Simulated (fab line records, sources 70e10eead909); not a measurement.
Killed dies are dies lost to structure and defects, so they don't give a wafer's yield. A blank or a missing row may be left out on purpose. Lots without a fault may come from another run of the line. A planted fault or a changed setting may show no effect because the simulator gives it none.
Which tool did it? | flow nand_harc | 13 lots, 38 wafers sampled, at 5 steps of a route of 1302

WHAT THE GAUGES READ, wafer by wafer
NHARC_A_BONDPAD_THK_MEAS_20: measures by xrf.
lot  | measured     | on            | thk_nm (nm)
L148 | day 23 17:21 | film_metro-01 | 171.2 172.9 170.0
L149 | day 23 21:53 | film_metro-01 | 170.5 170.9 170.4
L155 | day 26 22:25 | film_metro-01 | 170.4 170.1
L158 | day 27 11:08 | film_metro-01 | 173.5 171.8 171.4
L157 | day 27 13:10 | film_metro-02 | 170.9 169.0 170.4
L161 | day 28 10:10 | film_metro-01 | 170.8 170.7 171.3
L163 | day 29 17:05 | film_metro-02 | 167.7 170.1 170.1
L162 | day 30 10:08 | film_metro-02 | 168.7 169.5 170.1
L164 | day 31 06:49 | film_metro-02 | 168.0 170.6 168.0
L166 | day 31 05:07 | film_metro-01 | 168.0 167.2 168.1
L165 | day 31 07:54 | film_metro-01 | 168.2 172.5 170.0
L168 | day 31 15:53 | film_metro-01 | 167.8 168.1 170.0
L167 | day 31 21:13 | film_metro-01 | 169.8 170.5 167.8

NHARC_END_SORT_01.
lot  | measured     | on        | killed_at_array | killed_at_other | killed_at_periphery | killed_dies | killed_open | killed_short
L157 | day 28 14:43 | prober-02 | 293 35 41       | 1 4 1           | 7 9 11              | 301 48 53   | 3 5 3       | 5 0 5

WHICH TOOL RAN EACH LOT (tool, then ch and the chambers of the sampled wafers, then the start)
lot  | NHARC_A_WL_FILL_CVD_03        | NHARC_A_BONDPAD_CMP_19        | NHARC_THIN_TSV_PRE_CLEAN_54
L148 | cvd_w-02 ch 0,1, day 20 20:26 | cmp-03 ch 0,2,3, day 23 17:05 | pvd_sputter-03, day 24 08:58
L149 | cvd_w-02 ch 0,1, day 21 03:29 | cmp-04 ch 0,2,3, day 23 21:34 | pvd_sputter-01, day 24 18:44
L155 | cvd_w-02 ch 0,1, day 24 03:44 | cmp-03 ch 0,2, day 26 22:07   | pvd_sputter-01, day 27 14:22
L158 | cvd_w-01 ch 0,1, day 24 17:27 | cmp-04 ch 1,2,3, day 27 10:52 | pvd_sputter-03, day 28 04:33
L157 | cvd_w-02 ch 0,1, day 24 17:34 | cmp-03 ch 0,3, day 27 12:52   | pvd_sputter-01, day 28 06:03
L161 | cvd_w-01 ch 0,1, day 25 17:22 | cmp-03 ch 0,1,2, day 28 09:52 | pvd_sputter-01, day 29 03:26
L163 | cvd_w-02 ch 0,1, day 26 22:47 | cmp-04 ch 0,1,2, day 29 16:49 | pvd_sputter-01, day 30 15:05
L162 | cvd_w-01 ch 0,1, day 27 10:56 | cmp-03 ch 1,2,3, day 30 09:52 | pvd_sputter-01, day 31 04:52
L164 | cvd_w-02 ch 0,1, day 28 05:20 | cmp-03 ch 0,1,2, day 31 06:34 | pvd_sputter-02, day 32 08:40
L166 | cvd_w-02 ch 0,1, day 28 07:01 | cmp-02 ch 0,2,3, day 31 04:50 | pvd_sputter-03, day 32 07:55
L165 | cvd_w-01 ch 0,1, day 28 10:32 | cmp-03 ch 1,2,3, day 31 07:40 | pvd_sputter-01, day 32 09:49
L168 | cvd_w-02 ch 0,1, day 28 22:28 | cmp-03 ch 1,2,3, day 31 15:37 | pvd_sputter-02, day 32 17:32
L167 | cvd_w-01 ch 0,1, day 28 22:35 | cmp-04 ch 0,1,3, day 31 20:57 | pvd_sputter-03, day 32 19:07
- NHARC_A_WL_FILL_CVD_03: deposits W, target thk 40 nm, time 279 s.
- NHARC_A_BONDPAD_CMP_19: polishes, t overpolish 30 s, cu recess touch 16 s, target thk 169.82 nm.
- NHARC_THIN_TSV_PRE_CLEAN_54: time 30 s.

WHAT THE TOOLS THEMSELVES READ (means of the sampled wafers that have a number; where no wafer has one, the mark that the record gives instead)
NHARC_A_WL_FILL_CVD_03.
lot  | tool     | heater_power_w (W) | throttle_valve_pct (%)
L148 | cvd_w-02 | 481                | 7.61
L149 | cvd_w-02 | 449                | 7.83
L155 | cvd_w-02 | 464                | 7.88
L158 | cvd_w-01 | 475                | 7.92
L157 | cvd_w-02 | 452                | 7.82
L161 | cvd_w-01 | 492                | 7.79
L163 | cvd_w-02 | 484                | 7.84
L162 | cvd_w-01 | 470                | 7.91
L164 | cvd_w-02 | 442                | 7.59
L166 | cvd_w-02 | 476                | 7.67
L165 | cvd_w-01 | 475                | 7.91
L168 | cvd_w-02 | 437                | 7.67
L167 | cvd_w-01 | 469                | 7.99

NHARC_A_BONDPAD_CMP_19.
lot  | tool   | motor_current_A (A) | overpolish_run_s (s)
L148 | cmp-03 | 12.2                | 30.012
L149 | cmp-04 | 12.3                | 30.009
L155 | cmp-03 | 12.7                | 29.999
L158 | cmp-04 | 12.1                | 29.998
L157 | cmp-03 | 11.9                | 30.003
L161 | cmp-03 | 12.5                | 30.001
L163 | cmp-04 | 11.5                | 30.005
L162 | cmp-03 | 12.4                | 30.001
L164 | cmp-03 | 13.1                | 29.995
L166 | cmp-02 | 12.1                | 29.993
L165 | cmp-03 | 12.3                | 30.001
L168 | cmp-03 | 12.7                | 29.997
L167 | cmp-04 | 12.1                | 30.007

NHARC_THIN_TSV_PRE_CLEAN_54.
lot  | tool           | heater_power_w (W)
L148 | pvd_sputter-03 | 408
L149 | pvd_sputter-01 | 430
L155 | pvd_sputter-01 | 431
L158 | pvd_sputter-03 | 447
L157 | pvd_sputter-01 | 434
L161 | pvd_sputter-01 | 436
L163 | pvd_sputter-01 | 472
L162 | pvd_sputter-01 | 458
L164 | pvd_sputter-02 | 376
L166 | pvd_sputter-03 | 425
L165 | pvd_sputter-01 | 436
L168 | pvd_sputter-02 | 355
L167 | pvd_sputter-03 | 420

THE ANSWER, worked out from the rows above alone
Rule: what is usual is taken from the lots themselves. Put in order of their means at a reading, lots are off if they are a third of the lots or fewer, leave a main group of 4 or more, and stand apart from it by a gap of 3 or more times the standard deviation of the main group's means; of several such gaps the widest counts. A main group whose means are all the same, to the digits that the tables above print for the reading, isn't used. A lot without any number at a reading at which 4 lots or more have one is off too. The other lots that the step has rows for count as sound. The gauges are gone through in route order, then the tools' own readings, and for those a lot's mean is taken as printed above. The first step at which some lot is off is used, and at that step the reading that is off furthest; a lot without a number counts as furthest.
No lot is off at any reading shown: from this, nothing can be told.

WHAT THE SIMULATOR HAD PUT IN
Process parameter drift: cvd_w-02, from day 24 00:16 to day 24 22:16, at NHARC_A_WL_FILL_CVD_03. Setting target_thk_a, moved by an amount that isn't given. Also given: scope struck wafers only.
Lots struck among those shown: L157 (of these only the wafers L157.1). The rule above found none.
